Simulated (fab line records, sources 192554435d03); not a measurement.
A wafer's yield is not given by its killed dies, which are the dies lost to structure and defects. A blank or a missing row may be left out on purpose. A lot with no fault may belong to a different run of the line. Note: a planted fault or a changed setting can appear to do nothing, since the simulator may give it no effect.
Split-lot trial ; flow n5 finfet ; 7 lots, 38 wafers read, on a route of 1938 steps

## THE SPLIT ITSELF
At N5_BEOL_M6_HM_DEP_02 (deposits TiN, target thk 20 nm), the setting target thk a was moved away from the recipe's 200 angstrom on 8 of the 38 wafers read, by +35.3% to +59.2%. This setting was run at the recipe's value on the other wafers.

## FROM THE SPLIT TO THE READING: what the file shows between them, 13 steps
- N5_BEOL_M6_COAT_59: time 60 s, resist thk 100 nm
- N5_BEOL_M6_COAT_60: time 60 s, resist thk 35 nm
- N5_BEOL_M6_STRIP_68: strips in N2/H2
- N5_BEOL_M6_STRIP_67: strips in CF4
- N5_BEOL_M6_HM_OPEN_17: chemistry Cl2/BCl3, target TiN, target depth 20 nm, overetch 6 nm
- N5_BEOL_M6_STRIP_19: strips in O2
- N5_BEOL_M6_STRIP_69: strips in N2/H2
- N5_BEOL_M6_STRIP_73: strips in N2/H2
- N5_BEOL_M6_VIA_ETCH_34: etches SiCOH lowk in C4F6/O2, target depth 126.3 nm, time 50.9 s
- N5_BEOL_M6_STRIP_76: strips in C4F6/O2
- N5_BEOL_M6_STRIP_36: strips in N2/H2
- N5_BEOL_M6_ETCH_41: etches SiCN in CH3F/O2, target depth 29.7 nm, time 52 s
- N5_BEOL_M6_STRIP_80: strips in N2/H2, time 10 s

## THE READING
trench depth nm, in nm, at N5_BEOL_M6_OCD_MEAS_38. Fault-free wafers of this fab line usually give 93.9 nm, standard deviation 2.3 nm.

wafer;tool, chamber at the split;target thk a as run, angstrom;against the recipe;trench depth nm, nm;against lot-mates on the recipe
L075.1;pvd sputter-02, -;200;recipe;90.1;-
L075.2;pvd sputter-02, -;200;recipe;94.7;-
L075.3;pvd sputter-02, -;200;recipe;95.0;-
L075.4;pvd sputter-02, -;200;recipe;91.9;-
L075.5;pvd sputter-02, -;200;recipe;96.1;-
L075.6;pvd sputter-02, -;200;recipe;91.7;-
L076.2;pvd sputter-01, -;200;recipe;95.5;-
L076.4;pvd sputter-01, -;200;recipe;94.2;-
L076.5;pvd sputter-01, -;200;recipe;94.5;-
L082.1;pvd sputter-01, -;200;recipe;94.2;-
L082.2;pvd sputter-01, -;313.4;+56.7%;0.3;-95.3
L082.3;pvd sputter-01, -;200;recipe;96.6;-
L082.4;pvd sputter-01, -;313.4;+56.7%;0;-95.6
L082.5;pvd sputter-01, -;200;recipe;95.9;-
L082.6;pvd sputter-01, -;313.4;+56.7%;41.8;-53.8
L091.1;pvd sputter-03, -;200;recipe;90.3;-
L091.2;pvd sputter-03, -;200;recipe;93.0;-
L091.3;pvd sputter-03, -;200;recipe;94.7;-
L091.4;pvd sputter-03, -;318.5;+59.2%;11.5;-81.2
L091.5;pvd sputter-03, -;318.5;+59.2%;13.5;-79.2
L094.1;pvd sputter-01, -;270.6;+35.3%;62.6;-30.2
L094.2;pvd sputter-01, -;200;recipe;93.1;-
L094.3;pvd sputter-01, -;270.6;+35.3%;57.8;-35.0
L094.4;pvd sputter-01, -;200;recipe;95.7;-
L094.5;pvd sputter-01, -;200;recipe;89.7;-
L094.6;pvd sputter-01, -;270.6;+35.3%;52.9;-39.9
L093.1;pvd sputter-01, -;200;recipe;94.7;-
L093.2;pvd sputter-01, -;200;recipe;92.0;-
L093.3;pvd sputter-01, -;200;recipe;94.5;-
L093.4;pvd sputter-01, -;200;recipe;95.5;-
L093.5;pvd sputter-01, -;200;recipe;91.9;-
L093.6;pvd sputter-01, -;200;recipe;94.1;-
L096.1;pvd sputter-03, -;200;recipe;91.5;-
L096.2;pvd sputter-03, -;200;recipe;95.6;-
L096.3;pvd sputter-03, -;200;recipe;95.5;-
L096.4;pvd sputter-03, -;200;recipe;91.9;-
L096.5;pvd sputter-03, -;200;recipe;95.2;-
L096.6;pvd sputter-03, -;200;recipe;95.9;-

THE FIT
A straight line over all 38 wafers: trench depth nm changes by -1.33 nm for each +1% of target thk a; r = -0.97; the points scatter about the line by 6.9 nm.
The same after taking each lot's own level away (the mean of its wafers on the recipe; 38 wafers): -1.34 nm for each +1%; r = -0.97; scatter 7.1 nm.
On that fit, the largest move of target thk a shifts the reading by 79 nm.
Across the lots, their own levels run from 92.67 to 95.57 nm, a range of 1.3 times the standard deviation given above.
Consequently the slope shifts little with the lot-to-lot level, the two slopes agreeing.
Check: -78.2 nm against its lot-mates is what the line predicts for one of the wafers moved furthest among these (+59.2%) when that wafer is left out of the fit. Against them it came out at -81.2 nm.

## THE WHOLE CHAIN: every reading that the file lists as answering this split, in the file's order
step;what it does;reading;change (the file's fit);r (the file's)
N5_BEOL_M6_HM_DEP_02;deposits TiN, target thk 20 nm;TiN_of_BEOL_M6_HM_DEP_02.thk nm (the simulator's own value, which no gauge read);+0.199 nm for each +1% of the setting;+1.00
N5_BEOL_M6_HM_OPEN_17;chemistry Cl2/BCl3, target TiN, target depth 20 nm, overetch 6 nm;oes product au;+0.00248 a.u. for each +1% of the setting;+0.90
N5_BEOL_M6_HM_OPEN_17;chemistry Cl2/BCl3, target TiN, target depth 20 nm, overetch 6 nm;etch.depth nm (the simulator's own value, which no gauge read);+0.124 nm for each +1% of the setting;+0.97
N5_BEOL_M6_VIA_ETCH_34;etches SiCOH lowk in C4F6/O2, target depth 126.3 nm, time 50.9 s;oes product au;-0.00757 a.u. for each +1% of the setting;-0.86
N5_BEOL_M6_OCD_MEAS_38;;trench depth nm;-1.33 nm for each +1% of the setting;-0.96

## FILE'S OWN FIT
trench depth nm changes by -1.33 nm for each +1% of target thk a, r = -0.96.
